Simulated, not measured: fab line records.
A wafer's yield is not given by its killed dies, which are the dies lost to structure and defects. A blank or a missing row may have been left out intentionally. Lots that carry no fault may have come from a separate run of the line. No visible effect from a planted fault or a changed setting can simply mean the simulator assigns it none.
Comparing a struck lot with a sound one | flow n5Finfet | 15 out of 1938 route steps
Sound: wafers L452.1, L452.4, L452.5. Wafers L443.2, L443.5, L443.6 were the ones struck. At the end, the cause is stated.
Order at every step that has rows: each side's tool, ch and its chambers, its first start. Under that, the readings that differ: sound wafers | struck wafers | difference of the means | sigmas: that difference in standard deviations of wafers without a fault.
alike: a reading whose means differ by less than 2 such deviations, as well as words and numbers matching on both sides. not compared: withheld readings; readings where some wafer has no value; bounds like >300 that might hide an equal value; numbers whose values overlap and for which the record gives no deviation.
Wherever a step has rows on one side only, a row that says differs or no value, or a row with sigmas, the two part there. Non-overlapping numbers with no deviation appear without sigmas and do not part them. Lack of a reading on every wafer of one side parts them only where that side has two or more wafers.

first, 11 steps without rows for these wafers: N5_FIN_CUT_DESCUM_13 (chemistry O2, time 7 s); N5_FIN_CUT_ETCH_30 (etches underlayer in N2/H2, target depth 13 nm, time 10.4 s); N5_FIN_CUT_ETCH_20 (etches SiARC in CF4, target depth 26 nm, time 43.3 s); N5_FIN_CUT_ETCH_21 (etches SOC in N2/H2, target depth 219 nm, overetch 43.8 nm, time 523.5 s); N5_FIN_CUT_STRIP_23 (strips in N2/H2); N5_FIN_CUT_STRIP_31 (strips in N2/H2); N5_FIN_CUT_STRIP_24 (strips in CF4); N5_FIN_CUT_CUT_ETCH_26 (etches SiNx in CH3F/O2, target depth 39 nm, time 55.7 s); N5_FIN_CUT_CUT_ETCH_27 (etches SiO2 in CHF3/O2, target depth 4 nm, overetch 2 nm, time 4.9 s); N5_FIN_CUT_PRECLEAN_35 (cleans in vHF, time 13.3 s); N5_FIN_CUT_CUT_ETCH_15 (etches Si in HBr/Cl2/O2, target depth 100 nm, bt time 10 s, time 42.4 s).
N5_FIN_CUT_CUT_ETCH_28: etches Si in HBr/Cl2/O2, target depth 6 nm, time 2.4 s.
  sound on rieSi-05 ch 1,2,3, day 7 10:33; struck on rieSi-05 ch 0,2,3, day 5 03:41
  no value came back on the struck wafers for any of 5 readings (HBr_flow_sccm (sccm), O2_flow_sccm (sccm) and others); on the sound wafers HBr_flow_sccm (sccm) reads 149.5 149.4 150.4
reading                                 | sound             | struck          | difference | sigmas
model.SOC_of_FIN_CUT_COAT_18.thkNm (nm) | 167.4 168.2 168.2 | 170.4 170 170.2 | +2.3       | 
  not compared: rfHoursCounterH
then, 1 step without rows for these wafers: N5_FIN_CUT_STRIP_22 (strips in N2/H2).
N5_BEOL_M4_RC_MEAS_101:
  the record has rows for the sound wafers here (prober-02 ch 0, day 13 03:29) and none for the struck ones
-- a jump in the record: the struck wafers' starts before and after are 10 days apart (it breaks off in module BEOL_M4 and resumes in module PASSIVATION, where the first step shown is number 1936 of the route) --
N5_PASSIVATION_PROBE_49:
  struck on prober-02, day 15 11:58; sound on prober-01, day 17 18:22
reading                 | sound          | struck         | difference | sigmas
defectLimitedYield (%)  | 92.8 91.1 91.7 | 0 0 0          | -92        | -66
killedAtFrontEnd        | 36 43 24       | 1112 1139 1111 | +1086      | +91
killedDies              | 85 105 98      | 1180 1180 1180 | +1084      | +68
killedOnRim             | 3 10 16        | 152 152 152    | +142       | +37
sort_bin_5_function (%) | 4.2 4.6 4.3    | 95.8 96.9 96.0 | +91.9      | +96
sortNPass               | 1095 1075 1082 | 0 0 0          | -1084      | -68
sortYieldPct (%)        | 92.8 91.1 91.7 | 0 0 0          | -92        | -66
  alike: killed_at_M0_to_M3, killed_at_M4_up, killedAtContacts, killedAtOther, killedOpen, killedShort, sort_bin_6_memory

WHERE THEY PART
Last at N5_PASSIVATION_PROBE_49 as far as this record goes, first at N5_FIN_CUT_CUT_ETCH_28.

WHY: what the simulator had put in
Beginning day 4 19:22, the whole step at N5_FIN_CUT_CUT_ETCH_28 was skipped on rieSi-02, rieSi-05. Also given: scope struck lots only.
